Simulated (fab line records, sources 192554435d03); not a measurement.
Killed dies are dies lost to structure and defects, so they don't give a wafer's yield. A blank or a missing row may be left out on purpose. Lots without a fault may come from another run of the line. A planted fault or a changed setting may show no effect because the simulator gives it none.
Which tool did it? | flow n5_finfet | 24 lots, 72 wafers sampled, at 6 steps of a route of 1938

WHAT THE GAUGES READ, wafer by wafer
N5_BEOL_M6_OCD_MEAS_38.
lot  | measured     | on     | trench_depth_nm (nm)
L074 | day 9 15:23  | ocd-02 | 94.3 92.2 93.5
L075 | day 9 18:46  | ocd-02 | 91.5 91.5 92.4
L076 | day 9 18:57  | ocd-02 | 94.9 91.5 96.3
L078 | day 9 18:59  | ocd-02 | 94.9 94.1 91.2
L077 | day 10 05:11 | ocd-01 | 89.7 92.8 96.0
L081 | day 10 09:38 | ocd-01 | 92.0 92.7 93.4
L080 | day 10 15:29 | ocd-01 | 93.3 90.9 90.5
L079 | day 10 18:11 | ocd-01 | 96.1 95.6 96.5
L083 | day 10 21:44 | ocd-01 | 89.2 95.8 91.0
L082 | day 10 22:04 | ocd-01 | 89.9 92.1 89.6
L084 | day 11 16:16 | ocd-02 | 91.0 90.8 97.6
L085 | day 11 18:52 | ocd-02 | 89.8 93.8 92.3
L086 | day 12 03:18 | ocd-02 | 94.3 95.0 90.9
L088 | day 12 07:25 | ocd-01 | 91.3 97.9 89.9
L092 | day 12 21:02 | ocd-02 | 95.6 92.6 93.0
L089 | day 12 21:32 | ocd-01 | 95.2 95.0 92.0
L087 | day 12 21:54 | ocd-02 | 96.7 95.9 90.8
L090 | day 13 06:41 | ocd-02 | 92.3 94.7 93.6
L091 | day 13 07:06 | ocd-02 | 90.6 96.8 94.7
L094 | day 13 11:56 | ocd-02 | 91.9 92.4 96.7
L093 | day 13 11:59 | ocd-02 | 98.4 92.5 89.6
L095 | day 14 19:19 | ocd-02 | 95.3 91.0 95.5
L097 | day 15 02:10 | ocd-01 | 94.2 91.6 89.4
L096 | day 15 22:04 | ocd-01 | 97.5 95.8 97.2

N5_BEOL_M7_OVL_MEAS_29.
lot  | measured     | on         | V6_OVL (nm)
L074 | day 9 21:40  | overlay-02 | 0.3 -1.0 -0.1
L075 | day 10 02:02 | overlay-02 | -1.3 0.2 0.5
L076 | day 10 04:31 | overlay-01 | -0.3 -0.1 -0.6
L078 | day 10 04:35 | overlay-01 | -0.6 -0.8 -1.0
L077 | day 10 11:35 | overlay-02 | 0.2 -0.2 0.2
L081 | day 10 17:46 | overlay-02 | -0.7 -0.6 -1.5
L080 | day 10 23:14 | overlay-01 | -1.3 -1.7 -0.4
L079 | day 11 01:08 | overlay-02 | 0.3 0.9 0.8
L083 | day 11 03:20 | overlay-01 | 0.0 -0.1 0.5
L082 | day 11 03:23 | overlay-02 | 0.2 0.2 0.4
L084 | day 11 22:03 | overlay-01 | -0.5 0.1 -0.2
L085 | day 12 02:28 | overlay-02 | -0.8 -0.6 -0.8
L086 | day 12 10:06 | overlay-01 | -1.0 0.6 -0.1
L088 | day 12 15:36 | overlay-01 | -0.5 -0.2 -0.9
L092 | day 13 06:36 | overlay-02 | -1.7 -0.1 -0.1
L089 | day 13 06:16 | overlay-02 | -0.6 0.2 0.1
L087 | day 13 06:26 | overlay-01 | -0.3 -0.6 0.8
L090 | day 13 13:56 | overlay-02 | 0.2 0.6 0.7
L091 | day 13 13:46 | overlay-01 | -0.1 -0.7 0.4
L094 | day 13 20:20 | overlay-01 | -0.6 -1.1 -1.0
L093 | day 13 20:29 | overlay-01 | -0.4 -0.7 0.0
L095 | day 15 01:57 | overlay-02 | -0.8 -1.1 -0.8
L097 | day 15 11:31 | overlay-01 | -0.4 -1.2 -2.0
L096 | day 16 05:47 | overlay-01 | -1.3 -1.4 -0.7

N5_BEOL_M7_INSPECT_30: inspects for defects (brightfield).
lot  | measured     | on                | raw_defect_count
L074 | day 9 21:43  | defect_inspect-02 | 349 405 422
L075 | day 10 02:06 | defect_inspect-01 | 456 443 420
L076 | day 10 04:35 | defect_inspect-02 | 402 474 456
L078 | day 10 04:39 | defect_inspect-01 | 359 489 515
L077 | day 10 11:38 | defect_inspect-02 | 491 279 487
L081 | day 10 17:49 | defect_inspect-01 | 400 591 473
L080 | day 10 23:17 | defect_inspect-01 | 560 624 704
L079 | day 11 01:11 | defect_inspect-02 | 505 440 555
L083 | day 11 03:23 | defect_inspect-02 | 664 592 348
L082 | day 11 03:26 | defect_inspect-01 | 625 341 468
L084 | day 11 22:07 | defect_inspect-02 | 411 385 383
L085 | day 12 02:32 | defect_inspect-01 | 524 334 491
L086 | day 12 10:08 | defect_inspect-02 | 448 550 486
L088 | day 12 15:39 | defect_inspect-02 | 413 553 351
L092 | day 13 06:39 | defect_inspect-02 | 400 368 372
L089 | day 13 06:18 | defect_inspect-02 | 400 427 338
L087 | day 13 06:29 | defect_inspect-02 | 397 383 366
L090 | day 13 13:59 | defect_inspect-01 | 395 353 294
L091 | day 13 13:49 | defect_inspect-01 | 374 480 453
L094 | day 13 20:23 | defect_inspect-01 | 397 411 421
L093 | day 13 20:33 | defect_inspect-01 | 449 448 448
L095 | day 15 02:01 | defect_inspect-02 | 364 451 331
L097 | day 15 11:35 | defect_inspect-01 | 329 372 297
L096 | day 16 05:49 | defect_inspect-02 | 526 585 439

WHICH TOOL RAN EACH LOT (tool, then ch and the chambers of the sampled wafers, then the start)
lot  | N5_BEOL_M6_SURFACE_TREAT_79  | N5_BEOL_M7_DESCUM_16               | N5_BEOL_M7_ETCH_62
L074 | pvd_sputter-02, day 9 16:20  | rie_diel-05 ch 1,3, day 9 20:02    | rie_diel-05 ch 1,3, day 9 20:07
L075 | pvd_sputter-03, day 9 19:52  | rie_diel-04 ch 1,3, day 9 23:10    | rie_diel-04 ch 1,3, day 9 23:16
L076 | pvd_sputter-03, day 9 20:04  | rie_diel-05 ch 0,1,3, day 10 02:23 | rie_diel-05 ch 0,1,3, day 10 02:28
L078 | pvd_sputter-02, day 9 22:08  | rie_diel-04 ch 0,2, day 10 02:36   | rie_diel-04 ch 0,2, day 10 02:41
L077 | pvd_sputter-03, day 10 06:52 | rie_diel-02 ch 0,1,2, day 10 10:47 | rie_diel-02 ch 0,1,2, day 10 10:52
L081 | pvd_sputter-03, day 10 11:34 | rie_diel-02 ch 1,3, day 10 16:17   | rie_diel-02 ch 1,3, day 10 16:23
L080 | pvd_sputter-02, day 10 18:19 | rie_diel-04 ch 2,3, day 10 22:11   | rie_diel-04 ch 2,3, day 10 22:17
L079 | pvd_sputter-01, day 10 19:19 | rie_diel-02 ch 0,1,3, day 10 22:41 | rie_diel-02 ch 0,1,3, day 10 22:47
L083 | pvd_sputter-02, day 10 23:08 | rie_diel-02 ch 0,1,2, day 11 02:20 | rie_diel-02 ch 0,1,2, day 11 02:26
L082 | pvd_sputter-01, day 10 23:20 | rie_diel-04 ch 0,1,3, day 11 02:30 | rie_diel-04 ch 0,1,3, day 11 02:35
L084 | pvd_sputter-03, day 11 17:37 | rie_diel-05 ch 0,2,3, day 11 20:49 | rie_diel-05 ch 0,2,3, day 11 20:54
L085 | pvd_sputter-01, day 11 20:10 | rie_diel-02 ch 2,3, day 12 00:00   | rie_diel-02 ch 2,3, day 12 00:05
L086 | pvd_sputter-01, day 12 04:44 | rie_diel-05 ch 1,2, day 12 08:16   | rie_diel-05 ch 1,2, day 12 08:22
L088 | pvd_sputter-02, day 12 08:50 | rie_diel-04 ch 1,2,3, day 12 11:50 | rie_diel-04 ch 1,2,3, day 12 11:56
L092 | pvd_sputter-02, day 12 22:38 | rie_diel-05 ch 0,1,3, day 13 02:08 | rie_diel-05 ch 0,1,3, day 13 02:14
L089 | pvd_sputter-02, day 12 22:56 | rie_diel-04 ch 2,3, day 13 02:18   | rie_diel-04 ch 2,3, day 13 02:23
L087 | pvd_sputter-02, day 12 23:04 | rie_diel-05 ch 0,1,2, day 13 02:28 | rie_diel-05 ch 0,1,2, day 13 02:34
L090 | pvd_sputter-03, day 13 07:59 | rie_diel-05 ch 0,1,3, day 13 12:20 | rie_diel-05 ch 0,1,3, day 13 12:26
L091 | pvd_sputter-03, day 13 08:06 | rie_diel-05 ch 0,1,2, day 13 12:37 | rie_diel-05 ch 0,1,2, day 13 12:43
L094 | pvd_sputter-02, day 13 14:22 | rie_diel-04 ch 0,1,2, day 13 18:18 | rie_diel-04 ch 0,1,2, day 13 18:24
L093 | pvd_sputter-02, day 13 14:19 | rie_diel-02 ch 1,2,3, day 13 18:05 | rie_diel-02 ch 1,2,3, day 13 18:10
L095 | pvd_sputter-01, day 14 20:46 | rie_diel-04 ch 0,1,3, day 15 01:05 | rie_diel-04 ch 0,1,3, day 15 01:11
L097 | pvd_sputter-03, day 15 03:29 | rie_diel-04 ch 1,3, day 15 07:56   | rie_diel-04 ch 1,3, day 15 08:02
L096 | pvd_sputter-03, day 15 23:47 | rie_diel-05 ch 0,2,3, day 16 04:42 | rie_diel-05 ch 0,2,3, day 16 04:48
- N5_BEOL_M6_SURFACE_TREAT_79
- N5_BEOL_M7_DESCUM_16: chemistry O2, time 7.9 s.
- N5_BEOL_M7_ETCH_62: etches SOC in N2/H2, target depth 110 nm, overetch 22 nm, time 165 s.

WHAT THE TOOLS THEMSELVES READ (means of the sampled wafers that have a number; where no wafer has one, the mark that the record gives instead)
N5_BEOL_M7_DESCUM_16.
lot  | tool        | drypump_motor_current_A (A) | oes_product_au (a.u.) | rf_vpp_V (V) | showerhead_plenum_p_Torr (Torr) | throttle_valve_pct (%)
L074 | rie_diel-05 | 5.4                         | 0.69                  | 243.2        | 2.06                            | 20.6
L075 | rie_diel-04 | 5.4                         | 0.81                  | 241.7        | 2.06                            | 20.1
L076 | rie_diel-05 | 5.8                         | 0.69                  | 242.8        | 2.10                            | 20.7
L078 | rie_diel-04 | 5.0                         | 0.84                  | 243.9        | 2.18                            | 20.4
L077 | rie_diel-02 | 5.8                         | 0.81                  | 243.3        | 2.11                            | 20.6
L081 | rie_diel-02 | 5.7                         | 0.76                  | 244.5        | 2.18                            | 20.5
L080 | rie_diel-04 | 4.9                         | 0.82                  | 242.9        | 2.12                            | 20.2
L079 | rie_diel-02 | 5.8                         | 0.77                  | 243.6        | 2.15                            | 20.5
L083 | rie_diel-02 | 5.9                         | 0.80                  | 242.9        | 2.11                            | 20.7
L082 | rie_diel-04 | 5.5                         | 0.81                  | 243.2        | 2.11                            | 20.2
L084 | rie_diel-05 | 5.8                         | 0.84                  | 243.2        | 2.08                            | 20.5
L085 | rie_diel-02 | 5.5                         | 0.88                  | 244.0        | 2.17                            | 20.4
L086 | rie_diel-05 | 5.7                         | 0.81                  | 241.9        | 2.03                            | 20.1
L088 | rie_diel-04 | 5.4                         | 0.88                  | 243.8        | 2.16                            | 20.3
L092 | rie_diel-05 | 5.8                         | 0.76                  | 242.7        | 2.09                            | 20.6
L089 | rie_diel-04 | 5.0                         | 0.82                  | 243.6        | 2.10                            | 20.0
L087 | rie_diel-05 | 5.9                         | 0.74                  | 242.3        | 2.07                            | 20.4
L090 | rie_diel-05 | 5.8                         | 0.76                  | 243.4        | 2.09                            | 20.6
L091 | rie_diel-05 | 5.9                         | 0.73                  | 243.6        | 2.07                            | 20.4
L094 | rie_diel-04 | 5.4                         | 0.87                  | 243.8        | 2.21                            | 20.4
L093 | rie_diel-02 | 5.6                         | 0.81                  | 243.4        | 2.15                            | 20.6
L095 | rie_diel-04 | 5.5                         | 0.86                  | 244.3        | 2.19                            | 20.2
L097 | rie_diel-04 | 5.4                         | 0.86                  | 244.1        | 2.14                            | 20.1
L096 | rie_diel-05 | 5.8                         | 0.79                  | 242.2        | 2.07                            | 20.5

N5_BEOL_M7_ETCH_62.
lot  | tool        | bias_w (W) | drypump_motor_current_A (A) | oes_product_au (a.u.) | rf_vpp_V (V) | showerhead_plenum_p_Torr (Torr) | throttle_valve_pct (%)
L074 | rie_diel-05 | 150.1      | 5.5                         | 0.59                  | 522.5        | 2.53                            | 18.2
L075 | rie_diel-04 | 150.0      | 5.4                         | 0.69                  | 524.0        | 2.53                            | 17.6
L076 | rie_diel-05 | 150.2      | 5.7                         | 0.59                  | 524.3        | 2.56                            | 18.2
L078 | rie_diel-04 | 150.0      | 5.0                         | 0.71                  | 526.0        | 2.61                            | 17.5
L077 | rie_diel-02 | 149.4      | 5.9                         | 0.69                  | 523.6        | 2.56                            | 18.0
L081 | rie_diel-02 | 149.9      | 5.7                         | 0.65                  | 527.8        | 2.67                            | 18.1
L080 | rie_diel-04 | 150.7      | 4.9                         | 0.69                  | 524.3        | 2.57                            | 17.6
L079 | rie_diel-02 | 149.5      | 5.8                         | 0.65                  | 525.4        | 2.63                            | 18.0
L083 | rie_diel-02 | 149.9      | 5.8                         | 0.68                  | 524.3        | 2.56                            | 18.0
L082 | rie_diel-04 | 149.6      | 5.5                         | 0.69                  | 525.1        | 2.55                            | 17.6
L084 | rie_diel-05 | 150.0      | 5.9                         | 0.73                  | 523.2        | 2.54                            | 17.9
L085 | rie_diel-02 | 149.8      | 5.5                         | 0.75                  | 526.3        | 2.64                            | 17.8
L086 | rie_diel-05 | 150.7      | 5.6                         | 0.69                  | 522.4        | 2.50                            | 17.7
L088 | rie_diel-04 | 150.4      | 5.4                         | 0.74                  | 526.7        | 2.62                            | 17.7
L092 | rie_diel-05 | 149.5      | 5.8                         | 0.66                  | 524.3        | 2.55                            | 18.1
L089 | rie_diel-04 | 149.7      | 5.0                         | 0.69                  | 525.4        | 2.57                            | 17.5
L087 | rie_diel-05 | 150.0      | 6.0                         | 0.64                  | 523.8        | 2.53                            | 17.9
L090 | rie_diel-05 | 150.1      | 5.8                         | 0.65                  | 524.0        | 2.54                            | 18.1
L091 | rie_diel-05 | 149.9      | 5.9                         | 0.63                  | 523.6        | 2.53                            | 17.9
L094 | rie_diel-04 | 149.6      | 5.5                         | 0.74                  | 527.3        | 2.65                            | 17.6
L093 | rie_diel-02 | 150.5      | 5.6                         | 0.70                  | 525.1        | 2.61                            | 18.0
L095 | rie_diel-04 | 150.2      | 5.5                         | 0.74                  | 527.0        | 2.65                            | 17.5
L097 | rie_diel-04 | 149.8      | 5.4                         | 0.73                  | 526.6        | 2.62                            | 17.6
L096 | rie_diel-05 | 150.2      | 5.8                         | 0.68                  | 522.8        | 2.52                            | 17.9

THE ANSWER, worked out from the rows above alone
Rule: what is usual is taken from the lots themselves. Put in order of their means at a reading, lots are off if they are a third of the lots or fewer, leave a main group of 4 or more, and stand apart from it by a gap of 3 or more times the standard deviation of the main group's means; of several such gaps the widest counts. A main group whose means are all the same, to the digits that the tables above print for the reading, isn't used. A lot without any number at a reading at which 4 lots or more have one is off too. The other lots that the step has rows for count as sound. The gauges are gone through in route order, then the tools' own readings, and for those a lot's mean is taken as printed above. The first step at which some lot is off is used, and at that step the reading that is off furthest; a lot without a number counts as furthest.
No lot is off at any reading shown: from this, nothing can be told.

WHAT THE SIMULATOR HAD PUT IN
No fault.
